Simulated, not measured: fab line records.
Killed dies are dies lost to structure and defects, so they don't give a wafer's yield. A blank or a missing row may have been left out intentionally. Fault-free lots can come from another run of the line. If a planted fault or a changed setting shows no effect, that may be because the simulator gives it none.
fab line records :: flow nand-harc
record:
  lots: 7
  wafers: 18
  last-day: 23
route steps=1159 shown A_ONON_D1@432 END@1159
lots untouched by any fault: they come from a run of this same line in which no faults occurred
start-h: start of the lot's first displayed wafer, in hours after the record's first day :: wait-h: hours elapsed since this lot's preceding step :: " identical to the entry in the row above :: L1.1+2: several wafers, shown together as one row :: - no value present, or no start provided :: * or withheld: withheld :: < > ~ a bound
route shown NAME@n: NAME is a module with steps in the file, n the number in the route of the first one :: usual: average and standard deviation across the fault-free wafers :: same: alike in all rows :: chamber/n: place in a boat :: sites: each site's reading :: _std_site: how widely they spread, as a standard deviation :: _edge_site: inner sites' mean taken away from outer sites' mean :: radius-mm: how far each site lies from the wafer's centre :: mask NAME#n: copy n :: behind: the tool/chamber that last shaped the wafer :: hold: what put the lot on hold/how long, in hours/how the hold closed :: device: transistor that didn't switch, given as n, p or np :: end of line: at the end of the route, the tests of the same wafers :: a step with no rows: only its recipe :: killed: at the first sort, the dies lost to defects and structure; wafer yield is something else :: map: a wafer's dies, x killed, . not, _ none there
set.NAME: setting as actually run; set.NAME@STEP: the setting as run at that earlier step :: model.NAME: the simulator's own value behind a step, which no gauge read
lots at some steps of the route; a table a step, a row a wafer
services: a tool's chamber out of use, with start hour (start-h, from the record's first day; less than 0 if before it), hours out, and reason
== steps ==
step: NHARC_A_ONON_D1_DEP_12
recipe:
  target-thk-a: 10000
  n2-flow-sccm: 2750
  n2o-flow-sccm: 2000
  nh3-flow-sccm: 500
  sih4-flow-sccm: 210
  temp-c: 400
step: NHARC_A_ONON_D1_THK_MEAS_14
recipe:
  thk-meas-gauge: ellipsometry
usual:
  thk-nm: 1004/11
lot.wafer: L859.2
tool: film-metro-02
chamber: -
start-h: 184.65
wait-h: -
thk-nm: 1021

lot.wafer: L859.3
tool: film-metro-02
chamber: -
start-h: 184.65
wait-h: -
thk-nm: 1018

lot.wafer: L859.4
tool: film-metro-02
chamber: -
start-h: 184.65
wait-h: -
thk-nm: 1018

lot.wafer: L863.2
tool: film-metro-01
chamber: -
start-h: 208.47
wait-h: -
thk-nm: 1013

lot.wafer: L863.5
tool: film-metro-01
chamber: -
start-h: 208.47
wait-h: -
thk-nm: 1009

lot.wafer: L867.2
tool: film-metro-02
chamber: -
start-h: 235.99
wait-h: -
thk-nm: 1008

lot.wafer: L867.6
tool: film-metro-02
chamber: -
start-h: 235.99
wait-h: -
thk-nm: 1008

lot.wafer: L866.1
tool: film-metro-01
chamber: -
start-h: 243.63
wait-h: -
thk-nm: 1016

lot.wafer: L866.2
tool: film-metro-01
chamber: -
start-h: 243.63
wait-h: -
thk-nm: 1016

lot.wafer: L875.2
tool: film-metro-01
chamber: -
start-h: 268.78
wait-h: -
thk-nm: 1000

lot.wafer: L875.3
tool: film-metro-01
chamber: -
start-h: 268.78
wait-h: -
thk-nm: 999

lot.wafer: L875.5
tool: film-metro-01
chamber: -
start-h: 268.78
wait-h: -
thk-nm: 1000

lot.wafer: L876.1
tool: film-metro-02
chamber: -
start-h: 285.82
wait-h: -
thk-nm: 988

lot.wafer: L876.2
tool: film-metro-02
chamber: -
start-h: 285.82
wait-h: -
thk-nm: 987

lot.wafer: L876.4
tool: film-metro-02
chamber: -
start-h: 285.82
wait-h: -
thk-nm: 987

lot.wafer: L877.3
tool: film-metro-01
chamber: -
start-h: 285.85
wait-h: -
thk-nm: 1013

lot.wafer: L877.5
tool: film-metro-01
chamber: -
start-h: 285.85
wait-h: -
thk-nm: 1013

lot.wafer: L877.6
tool: film-metro-01
chamber: -
start-h: 285.85
wait-h: -
thk-nm: 1012
step: NHARC_A_ONON_D1_ANNEAL_15
recipe:
  temp-c: 750
  time-s: 3600
step: NHARC_A_ONON_D1_DEP_16
recipe:
  target-thk-a: 10000
  n2-flow-sccm: 2750
  n2o-flow-sccm: 2000
  nh3-flow-sccm: 500
  sih4-flow-sccm: 210
  temp-c: 400
step: NHARC_A_ONON_D1_THK_MEAS_18
recipe:
  thk-meas-gauge: ellipsometry
usual:
  thk-nm: 1001/10
lot.wafer: L859.2
tool: film-metro-02
chamber: -
start-h: 191.74
wait-h: -
thk-nm: 989

lot.wafer: L859.3
tool: film-metro-02
chamber: -
start-h: 191.74
wait-h: -
thk-nm: 991

lot.wafer: L859.4
tool: film-metro-02
chamber: -
start-h: 191.74
wait-h: -
thk-nm: 991

lot.wafer: L863.2
tool: film-metro-02
chamber: -
start-h: 215.56
wait-h: -
thk-nm: 995

lot.wafer: L863.5
tool: film-metro-02
chamber: -
start-h: 215.56
wait-h: -
thk-nm: 994

lot.wafer: L867.2
tool: film-metro-01
chamber: -
start-h: 245.66
wait-h: -
thk-nm: 1021

lot.wafer: L867.6
tool: film-metro-01
chamber: -
start-h: 245.66
wait-h: -
thk-nm: 1021

lot.wafer: L866.1
tool: film-metro-02
chamber: -
start-h: 250.72
wait-h: -
thk-nm: 1004

lot.wafer: L866.2
tool: film-metro-02
chamber: -
start-h: 250.72
wait-h: -
thk-nm: 1005

lot.wafer: L875.2
tool: film-metro-01
chamber: -
start-h: 275.91
wait-h: -
thk-nm: 999

lot.wafer: L875.3
tool: film-metro-01
chamber: -
start-h: 275.91
wait-h: -
thk-nm: 998

lot.wafer: L875.5
tool: film-metro-01
chamber: -
start-h: 275.91
wait-h: -
thk-nm: 998

lot.wafer: L876.1
tool: film-metro-01
chamber: -
start-h: 292.97
wait-h: -
thk-nm: 1002

lot.wafer: L876.2
tool: film-metro-01
chamber: -
start-h: 292.97
wait-h: -
thk-nm: 1000

lot.wafer: L876.4
tool: film-metro-01
chamber: -
start-h: 292.97
wait-h: -
thk-nm: 1000

lot.wafer: L877.3
tool: film-metro-02
chamber: -
start-h: 292.98
wait-h: -
thk-nm: 992

lot.wafer: L877.5
tool: film-metro-02
chamber: -
start-h: 292.98
wait-h: -
thk-nm: 993

lot.wafer: L877.6
tool: film-metro-02
chamber: -
start-h: 292.98
wait-h: -
thk-nm: 995
step: NHARC_A_ONON_D1_DEP_19
recipe:
  target-thk-a: 10000
  n2-flow-sccm: 2750
  n2o-flow-sccm: 2000
  nh3-flow-sccm: 500
  sih4-flow-sccm: 210
  temp-c: 400
step: NHARC_A_ONON_D1_THK_MEAS_21
recipe:
  thk-meas-gauge: ellipsometry
usual:
  thk-nm: 999/8.4
lot.wafer: L859.2
tool: film-metro-02
chamber: -
start-h: 192.30
wait-h: -
thk-nm: 998

lot.wafer: L859.3
tool: film-metro-02
chamber: -
start-h: 192.30
wait-h: -
thk-nm: 998

lot.wafer: L859.4
tool: film-metro-02
chamber: -
start-h: 192.30
wait-h: -
thk-nm: 996

lot.wafer: L863.2
tool: film-metro-02
chamber: -
start-h: 216.12
wait-h: -
thk-nm: 999

lot.wafer: L863.5
tool: film-metro-02
chamber: -
start-h: 216.12
wait-h: -
thk-nm: 1002

lot.wafer: L867.2
tool: film-metro-01
chamber: -
start-h: 246.23
wait-h: -
thk-nm: 1003

lot.wafer: L867.6
tool: film-metro-01
chamber: -
start-h: 246.23
wait-h: -
thk-nm: 1004

lot.wafer: L866.1
tool: film-metro-01
chamber: -
start-h: 251.28
wait-h: -
thk-nm: 996

lot.wafer: L866.2
tool: film-metro-01
chamber: -
start-h: 251.28
wait-h: -
thk-nm: 996

lot.wafer: L875.2
tool: film-metro-02
chamber: -
start-h: 276.50
wait-h: -
thk-nm: 987

lot.wafer: L875.3
tool: film-metro-02
chamber: -
start-h: 276.50
wait-h: -
thk-nm: 987

lot.wafer: L875.5
tool: film-metro-02
chamber: -
start-h: 276.50
wait-h: -
thk-nm: 985

lot.wafer: L876.1
tool: film-metro-02
chamber: -
start-h: 293.54
wait-h: -
thk-nm: 981

lot.wafer: L876.2
tool: film-metro-02
chamber: -
start-h: 293.54
wait-h: -
thk-nm: 982

lot.wafer: L876.4
tool: film-metro-02
chamber: -
start-h: 293.54
wait-h: -
thk-nm: 983

lot.wafer: L877.3
tool: film-metro-01
chamber: -
start-h: 293.55
wait-h: -
thk-nm: 994

lot.wafer: L877.5
tool: film-metro-01
chamber: -
start-h: 293.55
wait-h: -
thk-nm: 993

lot.wafer: L877.6
tool: film-metro-01
chamber: -
start-h: 293.55
wait-h: -
thk-nm: 996
step: NHARC_A_ONON_D1_DEP_22
recipe:
  target-thk-a: 10000
  n2-flow-sccm: 2750
  n2o-flow-sccm: 2000
  nh3-flow-sccm: 500
  sih4-flow-sccm: 210
  temp-c: 400
step: NHARC_A_ONON_D1_THK_MEAS_24
recipe:
  thk-meas-gauge: ellipsometry
usual:
  thk-nm: 999/10
lot.wafer: L859.2
tool: film-metro-02
chamber: -
start-h: 192.87
wait-h: -
thk-nm: 993

lot.wafer: L859.3
tool: film-metro-02
chamber: -
start-h: 192.87
wait-h: -
thk-nm: 995

lot.wafer: L859.4
tool: film-metro-02
chamber: -
start-h: 192.87
wait-h: -
thk-nm: 994

lot.wafer: L863.2
tool: film-metro-01
chamber: -
start-h: 216.71
wait-h: -
thk-nm: 989

lot.wafer: L863.5
tool: film-metro-01
chamber: -
start-h: 216.71
wait-h: -
thk-nm: 988

lot.wafer: L867.2
tool: film-metro-01
chamber: -
start-h: 246.80
wait-h: -
thk-nm: 975

lot.wafer: L867.6
tool: film-metro-01
chamber: -
start-h: 246.80
wait-h: -
thk-nm: 974

lot.wafer: L866.1
tool: film-metro-01
chamber: -
start-h: 251.85
wait-h: -
thk-nm: 1011

lot.wafer: L866.2
tool: film-metro-01
chamber: -
start-h: 251.85
wait-h: -
thk-nm: 1012

lot.wafer: L875.2
tool: film-metro-01
chamber: -
start-h: 277.07
wait-h: -
thk-nm: 996

lot.wafer: L875.3
tool: film-metro-01
chamber: -
start-h: 277.07
wait-h: -
thk-nm: 996

lot.wafer: L875.5
tool: film-metro-01
chamber: -
start-h: 277.07
wait-h: -
thk-nm: 994

lot.wafer: L876.1
tool: film-metro-02
chamber: -
start-h: 294.11
wait-h: -
thk-nm: 1005

lot.wafer: L876.2
tool: film-metro-02
chamber: -
start-h: 294.11
wait-h: -
thk-nm: 1005

lot.wafer: L876.4
tool: film-metro-02
chamber: -
start-h: 294.11
wait-h: -
thk-nm: 1003

lot.wafer: L877.3
tool: film-metro-02
chamber: -
start-h: 294.12
wait-h: -
thk-nm: 992

lot.wafer: L877.5
tool: film-metro-02
chamber: -
start-h: 294.12
wait-h: -
thk-nm: 994

lot.wafer: L877.6
tool: film-metro-02
chamber: -
start-h: 294.12
wait-h: -
thk-nm: 991
step: NHARC_A_ONON_D1_DEP_25
recipe:
  target-thk-a: 10000
  n2-flow-sccm: 2750
  n2o-flow-sccm: 2000
  nh3-flow-sccm: 500
  sih4-flow-sccm: 210
  temp-c: 400
step: NHARC_A_ONON_D1_THK_MEAS_27
recipe:
  thk-meas-gauge: ellipsometry
usual:
  thk-nm: 997/11
lot.wafer: L859.2
tool: film-metro-01
chamber: -
start-h: 193.44
wait-h: -
thk-nm: 991

lot.wafer: L859.3
tool: film-metro-01
chamber: -
start-h: 193.44
wait-h: -
thk-nm: 990

lot.wafer: L859.4
tool: film-metro-01
chamber: -
start-h: 193.44
wait-h: -
thk-nm: 993

lot.wafer: L863.2
tool: film-metro-02
chamber: -
start-h: 217.28
wait-h: -
thk-nm: 991

lot.wafer: L863.5
tool: film-metro-02
chamber: -
start-h: 217.28
wait-h: -
thk-nm: 993

lot.wafer: L867.2
tool: film-metro-02
chamber: -
start-h: 247.37
wait-h: -
thk-nm: 987

lot.wafer: L867.6
tool: film-metro-02
chamber: -
start-h: 247.37
wait-h: -
thk-nm: 989

lot.wafer: L866.1
tool: film-metro-02
chamber: -
start-h: 252.41
wait-h: -
thk-nm: 1015

lot.wafer: L866.2
tool: film-metro-02
chamber: -
start-h: 252.41
wait-h: -
thk-nm: 1016

lot.wafer: L875.2
tool: film-metro-02
chamber: -
start-h: 277.64
wait-h: -
thk-nm: 988

lot.wafer: L875.3
tool: film-metro-02
chamber: -
start-h: 277.64
wait-h: -
thk-nm: 987

lot.wafer: L875.5
tool: film-metro-02
chamber: -
start-h: 277.64
wait-h: -
thk-nm: 986

lot.wafer: L876.1
tool: film-metro-01
chamber: -
start-h: 294.68
wait-h: -
thk-nm: 997

lot.wafer: L876.2
tool: film-metro-01
chamber: -
start-h: 294.68
wait-h: -
thk-nm: 1000

lot.wafer: L876.4
tool: film-metro-01
chamber: -
start-h: 294.68
wait-h: -
thk-nm: 996

lot.wafer: L877.3
tool: film-metro-01
chamber: -
start-h: 294.69
wait-h: -
thk-nm: 1008

lot.wafer: L877.5
tool: film-metro-01
chamber: -
start-h: 294.69
wait-h: -
thk-nm: 1006

lot.wafer: L877.6
tool: film-metro-01
chamber: -
start-h: 294.69
wait-h: -
thk-nm: 1008
step: NHARC_A_ONON_D1_DEP_28
recipe:
  target-thk-a: 10000
  n2-flow-sccm: 2750
  n2o-flow-sccm: 2000
  nh3-flow-sccm: 500
  sih4-flow-sccm: 210
  temp-c: 400
lot.wafer: L859.2+3+4
tool: pecvd-onon-02
chamber: 0
start-h: 193.56
wait-h: 0.1

lot.wafer: L863.2+5
tool: pecvd-onon-02
chamber: 0
start-h: 217.40
wait-h: 0.1

lot.wafer: L867.2+6
tool: pecvd-onon-02
chamber: 0
start-h: 247.48
wait-h: 0.1

lot.wafer: L866.1+2
tool: pecvd-onon-02
chamber: 0
start-h: 252.49
wait-h: 0.1

lot.wafer: L875.2+3+5
tool: pecvd-onon-01
chamber: 0
start-h: 277.75
wait-h: 0.1

lot.wafer: L876.1+2+4
tool: pecvd-onon-03
chamber: 0
start-h: 294.74
wait-h: 0.1

lot.wafer: L877.3+5+6
tool: pecvd-onon-01
chamber: 0
start-h: 294.86
wait-h: 0.2
step: NHARC_A_ONON_D1_THK_MEAS_30
recipe:
  thk-meas-gauge: ellipsometry
usual:
  thk-nm: 998/9.3
lot.wafer: L859.2
tool: film-metro-02
chamber: -
start-h: 194.01
wait-h: -
thk-nm: 988

lot.wafer: L859.3
tool: film-metro-02
chamber: -
start-h: 194.01
wait-h: -
thk-nm: 987

lot.wafer: L859.4
tool: film-metro-02
chamber: -
start-h: 194.01
wait-h: -
thk-nm: 989

lot.wafer: L863.2
tool: film-metro-01
chamber: -
start-h: 217.85
wait-h: -
thk-nm: 1544

lot.wafer: L863.5
tool: film-metro-01
chamber: -
start-h: 217.85
wait-h: -
thk-nm: 1541

lot.wafer: L867.2
tool: film-metro-02
chamber: -
start-h: 247.93
wait-h: -
thk-nm: 1537

lot.wafer: L867.6
tool: film-metro-02
chamber: -
start-h: 247.93
wait-h: -
thk-nm: 989

lot.wafer: L866.1
tool: film-metro-01
chamber: -
start-h: 253.00
wait-h: -
thk-nm: 994

lot.wafer: L866.2
tool: film-metro-01
chamber: -
start-h: 253.00
wait-h: -
thk-nm: 1545

lot.wafer: L875.2
tool: film-metro-01
chamber: -
start-h: 278.21
wait-h: -
thk-nm: 1001

lot.wafer: L875.3
tool: film-metro-01
chamber: -
start-h: 278.21
wait-h: -
thk-nm: 1000

lot.wafer: L875.5
tool: film-metro-01
chamber: -
start-h: 278.21
wait-h: -
thk-nm: 1001

lot.wafer: L876.1
tool: film-metro-01
chamber: -
start-h: 295.24
wait-h: -
thk-nm: 986

lot.wafer: L876.2
tool: film-metro-01
chamber: -
start-h: 295.24
wait-h: -
thk-nm: 986

lot.wafer: L876.4
tool: film-metro-01
chamber: -
start-h: 295.24
wait-h: -
thk-nm: 987

lot.wafer: L877.3
tool: film-metro-02
chamber: -
start-h: 295.26
wait-h: -
thk-nm: 991

lot.wafer: L877.5
tool: film-metro-02
chamber: -
start-h: 295.26
wait-h: -
thk-nm: 991

lot.wafer: L877.6
tool: film-metro-02
chamber: -
start-h: 295.26
wait-h: -
thk-nm: 991
step: NHARC_A_ONON_D1_DEP_33
recipe:
  target-thk-a: 2000
  temp-c: 400
  pressure-torr: 6.5
  rf-w: 900
  teos-flow-sccm: 161.4
  flow-sccm: 2650
  target-thk-nm: 200
  gas: O2
  material: SiO2
usual:
  heater-power-w: 562/93
  throttle-valve-pct: 15.6/0.38
lot.wafer: L859.3
tool: pecvd-02
chamber: 1
start-h: 194.11
wait-h: 0.1
heater-power-w: 520
since-wet-clean-h: 28
throttle-valve-pct: 15.1

lot.wafer: L859.2
tool: pecvd-02
chamber: 2
start-h: 194.11
wait-h: 0.1
heater-power-w: 494
since-wet-clean-h: 28
throttle-valve-pct: 15.1

lot.wafer: L859.4
tool: pecvd-02
chamber: 0
start-h: 194.11
wait-h: 0.1
heater-power-w: 494
since-wet-clean-h: -
throttle-valve-pct: 16.2

lot.wafer: L863.2
tool: pecvd-02
chamber: 1
start-h: 218.00
wait-h: 0.1
heater-power-w: 580
since-wet-clean-h: 52
throttle-valve-pct: 15.3

lot.wafer: L863.5
tool: pecvd-02
chamber: 2
start-h: 218.00
wait-h: 0.1
heater-power-w: 469
since-wet-clean-h: -
throttle-valve-pct: 15.3

lot.wafer: L867.2
tool: pecvd-03
chamber: 1
start-h: 247.99
wait-h: 0.1
heater-power-w: 553
since-wet-clean-h: 124
throttle-valve-pct: 15.1

lot.wafer: L867.6
tool: pecvd-03
chamber: 1
start-h: 247.99
wait-h: 0.1
heater-power-w: 534
since-wet-clean-h: -
throttle-valve-pct: 15.5

lot.wafer: L866.2
tool: pecvd-02
chamber: 2
start-h: 253.16
wait-h: 0.2
heater-power-w: 405
since-wet-clean-h: 87
throttle-valve-pct: 14.9

lot.wafer: L866.1
tool: pecvd-02
chamber: 0
start-h: 253.16
wait-h: 0.2
heater-power-w: 449
since-wet-clean-h: 87
throttle-valve-pct: 16.1

lot.wafer: L875.2
tool: pecvd-02
chamber: 1
start-h: 278.44
wait-h: 0.2
heater-power-w: 606
since-wet-clean-h: 112
throttle-valve-pct: 15.4

lot.wafer: L875.3
tool: pecvd-02
chamber: 0
start-h: 278.44
wait-h: 0.2
heater-power-w: 471
since-wet-clean-h: 112
throttle-valve-pct: 16.3

lot.wafer: L875.5
tool: pecvd-02
chamber: 2
start-h: 278.44
wait-h: 0.2
heater-power-w: 416
since-wet-clean-h: -
throttle-valve-pct: 15.0

lot.wafer: L876.1
tool: pecvd-02
chamber: 2
start-h: 295.30
wait-h: 0.1
heater-power-w: 458
since-wet-clean-h: 129
throttle-valve-pct: 15.1

lot.wafer: L876.2
tool: pecvd-02
chamber: 0
start-h: 295.30
wait-h: 0.1
heater-power-w: 388
since-wet-clean-h: 129
throttle-valve-pct: 16.4

lot.wafer: L876.4
tool: pecvd-02
chamber: 2
start-h: 295.30
wait-h: 0.1
heater-power-w: 452
since-wet-clean-h: -
throttle-valve-pct: 15.1

lot.wafer: L877.3
tool: pecvd-04
chamber: 1
start-h: 295.40
wait-h: 0.1
heater-power-w: 666
since-wet-clean-h: 87
throttle-valve-pct: 16.2

lot.wafer: L877.5
tool: pecvd-04
chamber: 0
start-h: 295.40
wait-h: 0.1
heater-power-w: 632
since-wet-clean-h: -
throttle-valve-pct: 16.1

lot.wafer: L877.6
tool: pecvd-04
chamber: 1
start-h: 295.40
wait-h: 0.1
heater-power-w: 665
since-wet-clean-h: -
throttle-valve-pct: 16.3
step: NHARC_END_SORT_01
recipe:
  temp-c: 25
usual:
  killed-at-array: 25/9.2
  killed-at-other: 0.8/1.2
  killed-at-periphery: 3.9/2.6
  killed-dies: 30/9.7
  killed-open: 3.4/1.9
  killed-short: 2.0/1.4
same:
  gross-dies: 677
lot.wafer: L863.2
tool: prober-01
chamber: 0
start-h: 484.09
wait-h: 2.8
killed-at-array: 673
killed-at-other: 0
killed-at-periphery: 4
killed-dies: 677
killed-open: 3
killed-short: 4

lot.wafer: L863.5
tool: prober-01
chamber: 0
start-h: 486.50
wait-h: 3.7
killed-at-array: 673
killed-at-other: 0
killed-at-periphery: 4
killed-dies: 677
killed-open: 3
killed-short: 3

lot.wafer: L867.2
tool: prober-01
chamber: 0
start-h: 515.98
wait-h: 2.8
killed-at-array: 670
killed-at-other: 1
killed-at-periphery: 6
killed-dies: 677
killed-open: 3
killed-short: 1

lot.wafer: L866.2
tool: prober-02
chamber: 0
start-h: 518.30
wait-h: 2.8
killed-at-array: 676
killed-at-other: 1
killed-at-periphery: 0
killed-dies: 677
killed-open: 3
killed-short: 3

lot.wafer: L875.2
tool: prober-02
chamber: 0
start-h: 552.51
wait-h: 2.8
killed-at-array: 47
killed-at-other: 0
killed-at-periphery: 3
killed-dies: 50
killed-open: 4
killed-short: 2

lot.wafer: L875.3
tool: prober-02
chamber: 0
start-h: 553.30
wait-h: 3.1
killed-at-array: 31
killed-at-other: 1
killed-at-periphery: 5
killed-dies: 37
killed-open: 1
killed-short: 0

lot.wafer: L875.5
tool: prober-02
chamber: 0
start-h: 554.89
wait-h: 3.7
killed-at-array: 39
killed-at-other: 3
killed-at-periphery: 4
killed-dies: 46
killed-open: 6
killed-short: 2
killed by level:class
L863.2 A_ONON_D1:area-dep=633 A_SLIT:chamber-film-flake=14 A_SGD_CUT:chamber-film-flake=6 A_CONTACT:chamber-film-flake=6 A_CHANNEL_HOLE_D1:chamber-film-flake=4 A_STAIRCASE:chamber-film-flake=4 A_BLC:geometric-particle:short=2 P_GATE:chamber-film-flake=2
L863.5 A_ONON_D1:area-dep=639 A_SLIT:chamber-film-flake=15 A_SGD_CUT:chamber-film-flake=5 A_CHANNEL_HOLE_D1:chamber-film-flake=4 A_STAIRCASE:chamber-film-flake=4 P_STI:chamber-film-flake=2 P_CONTACT:geometric-particle:open=1 P_M0:geometric-particle:short=1
L867.2 A_ONON_D1:area-dep=643 A_SLIT:chamber-film-flake=16 A_CONTACT:chamber-film-flake=5 P_ZERO_WELL:chamber-film-flake=4 A_CHANNEL_HOLE_D1:chamber-film-flake=2 A_STAIRCASE:chamber-film-flake=2 P_CONTACT:geometric-particle:short=1 P_CONTACT:geometric-particle:open=1
L866.2 A_ONON_D1:area-dep=635 A_CHANNEL_HOLE_D1:chamber-film-flake=18 A_SLIT:chamber-film-flake=9 A_CONTACT:chamber-film-flake=4 A_WL_FILL:chamber-film-flake=3 A_ONON_D1:geometric-particle:short=1 A_ONON_D1:geometric-particle:open=1 A_CHANNEL_HOLE_D1:geometric-particle:short=1
L875.2 A_CHANNEL_HOLE_D1:chamber-film-flake=19 A_SLIT:chamber-film-flake=16 A_CONTACT:chamber-film-flake=5 P_CONTACT:geometric-particle:short=1 P_CONTACT:geometric-particle:open=1 A_SOURCE_PLATE:geometric-particle:open=1 A_WL_FILL:geometric-particle:short=1 A_WL_FILL:geometric-particle:open=1
L875.3 A_CHANNEL_HOLE_D1:chamber-film-flake=17 A_SLIT:chamber-film-flake=10 P_M0:chamber-film-flake=5 A_CONTACT:chamber-film-flake=2 A_BLC:geometric-particle:open=1 A_CHANNEL_FILL_D1:chamber-film-flake=1 THIN_TSV:chamber-film-flake=1
L875.5 A_SLIT:chamber-film-flake=16 A_CHANNEL_HOLE_D1:chamber-film-flake=12 A_CONTACT:chamber-film-flake=4 A_CHANNEL_FILL_D1:geometric-particle:open=2 P_M0:chamber-film-flake=2 THIN_TSV:chamber-film-flake=2 P_M0:geometric-particle:open=1 A_CONTACT:geometric-particle:open=1
map L863.2 (x killed, . not)
____________x____________
_________xxxxxxx_________
_______xxxxxxxxxxx_______
______xxxxxxxxxxxxx______
_____xxxxxxxxxxxxxxx_____
____xxxxxxxxxxxxxxxxx____
____xxxxxxxxxxxxxxxxx____
___xxxxxxxxxxxxxxxxxxx___
___xxxxxxxxxxxxxxxxxxx___
__xxxxxxxxxxxxxxxxxxxxx__
__xxxxxxxxxxxxxxxxxxxxx__
_xxxxxxxxxxxxxxxxxxxxxxx_
_xxxxxxxxxxxxxxxxxxxxxxx_
_xxxxxxxxxxxxxxxxxxxxxxx_
_xxxxxxxxxxxxxxxxxxxxxxx_
_xxxxxxxxxxxxxxxxxxxxxxx_
xxxxxxxxxxxxxxxxxxxxxxxxx
xxxxxxxxxxxxxxxxxxxxxxxxx
xxxxxxxxxxxxxxxxxxxxxxxxx
xxxxxxxxxxxxxxxxxxxxxxxxx
xxxxxxxxxxxxxxxxxxxxxxxxx
_xxxxxxxxxxxxxxxxxxxxxxx_
_xxxxxxxxxxxxxxxxxxxxxxx_
_xxxxxxxxxxxxxxxxxxxxxxx_
_xxxxxxxxxxxxxxxxxxxxxxx_
_xxxxxxxxxxxxxxxxxxxxxxx_
__xxxxxxxxxxxxxxxxxxxxx__
__xxxxxxxxxxxxxxxxxxxxx__
___xxxxxxxxxxxxxxxxxxx___
___xxxxxxxxxxxxxxxxxxx___
____xxxxxxxxxxxxxxxxx____
____xxxxxxxxxxxxxxxxx____
_____xxxxxxxxxxxxxxx_____
______xxxxxxxxxxxxx______
_______xxxxxxxxxxx_______
_________xxxxxxx_________
____________x____________
map L866.2 (x killed, . not)
____________x____________
_________xxxxxxx_________
_______xxxxxxxxxxx_______
______xxxxxxxxxxxxx______
_____xxxxxxxxxxxxxxx_____
____xxxxxxxxxxxxxxxxx____
____xxxxxxxxxxxxxxxxx____
___xxxxxxxxxxxxxxxxxxx___
___xxxxxxxxxxxxxxxxxxx___
__xxxxxxxxxxxxxxxxxxxxx__
__xxxxxxxxxxxxxxxxxxxxx__
_xxxxxxxxxxxxxxxxxxxxxxx_
_xxxxxxxxxxxxxxxxxxxxxxx_
_xxxxxxxxxxxxxxxxxxxxxxx_
_xxxxxxxxxxxxxxxxxxxxxxx_
_xxxxxxxxxxxxxxxxxxxxxxx_
xxxxxxxxxxxxxxxxxxxxxxxxx
xxxxxxxxxxxxxxxxxxxxxxxxx
xxxxxxxxxxxxxxxxxxxxxxxxx
xxxxxxxxxxxxxxxxxxxxxxxxx
xxxxxxxxxxxxxxxxxxxxxxxxx
_xxxxxxxxxxxxxxxxxxxxxxx_
_xxxxxxxxxxxxxxxxxxxxxxx_
_xxxxxxxxxxxxxxxxxxxxxxx_
_xxxxxxxxxxxxxxxxxxxxxxx_
_xxxxxxxxxxxxxxxxxxxxxxx_
__xxxxxxxxxxxxxxxxxxxxx__
__xxxxxxxxxxxxxxxxxxxxx__
___xxxxxxxxxxxxxxxxxxx___
___xxxxxxxxxxxxxxxxxxx___
____xxxxxxxxxxxxxxxxx____
____xxxxxxxxxxxxxxxxx____
_____xxxxxxxxxxxxxxx_____
______xxxxxxxxxxxxx______
_______xxxxxxxxxxx_______
_________xxxxxxx_________
____________x____________
== services ==
tool: pecvd-03
chamber: 1
start-h: 170.11
hours: 5.4
kind: repair

tool: pecvd-onon-01
chamber: -
start-h: 195.00
hours: 13.0
kind: pm

tool: pecvd-04
chamber: -
start-h: 195.00
hours: 13.0
kind: pm

tool: pecvd-04
chamber: 0
start-h: 195.00
hours: 13.0
kind: vent-cycle

tool: pecvd-04
chamber: 1
start-h: 195.00
hours: 13.0
kind: vent-cycle

tool: pecvd-04
chamber: 2
start-h: 195.00
hours: 13.0
kind: vent-cycle

tool: pecvd-04
chamber: 0
start-h: 208.00
hours: -
kind: clean

tool: pecvd-04
chamber: 1
start-h: 208.00
hours: -
kind: clean

tool: pecvd-04
chamber: 2
start-h: 208.00
hours: -
kind: clean

tool: pecvd-04
chamber: -
start-h: 218.25
hours: 0.7
kind: repair

tool: pecvd-02
chamber: 0
start-h: 259.88
hours: 4.5
kind: repair

tool: pecvd-03
chamber: -
start-h: 292.08
hours: 13.0
kind: pm

tool: pecvd-03
chamber: 0
start-h: 292.08
hours: 13.0
kind: vent-cycle

tool: pecvd-03
chamber: 1
start-h: 292.08
hours: 13.0
kind: vent-cycle

tool: pecvd-03
chamber: 2
start-h: 292.08
hours: 13.0
kind: vent-cycle

tool: pecvd-onon-02
chamber: -
start-h: 292.10
hours: 13.0
kind: pm
== key ==
first-sign:
  step: NHARC_A_ONON_D1_THK_MEAS_30
  reading: thk-nm
  direction: up
  sigmas: 58
  usual: 998
  struck: 1542
effect:
  step: NHARC_END_SORT_01
  reading: killed-at-array
  direction: up
  sigmas: 70
  usual: 25
  struck: 673
more-kills-born-at:
  NHARC_A_ONON_D1_DEP_28@pecvd-onon-02: 2550
met-at NHARC_A_ONON_D1_DEP_28
struck-wafers L863.2,L863.5,L866.2,L867.2
later-rows-left-out L863.2,L863.5,L866.2,L867.2
tester-left-out L863,L866,L867
onset-between 193.56 217.40
fault:
  kind: process-parameter-drift
  tool: pecvd-onon-02
  chamber: -
  onset-h: 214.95
  steps: NHARC_A_ONON_D1_DEP_28
  channel: target-thk-a
  offset: *
  shape: step
  end-h: 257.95
  scope: struck-wafers-only
  acts-in: *
  stated: *
tester-left-out: of these lots the tester's yield and bins aren't shown, on N5 and GAA mostly nor the transistor test; their killed dies are dies lost to structure and defects alone, not to doping, threshold or leakage, so they don't give the yield
later-rows-left-out: the simulator's readings of these wafers behind a module that went badly wrong aren't trusted and aren't shown, but for the sort
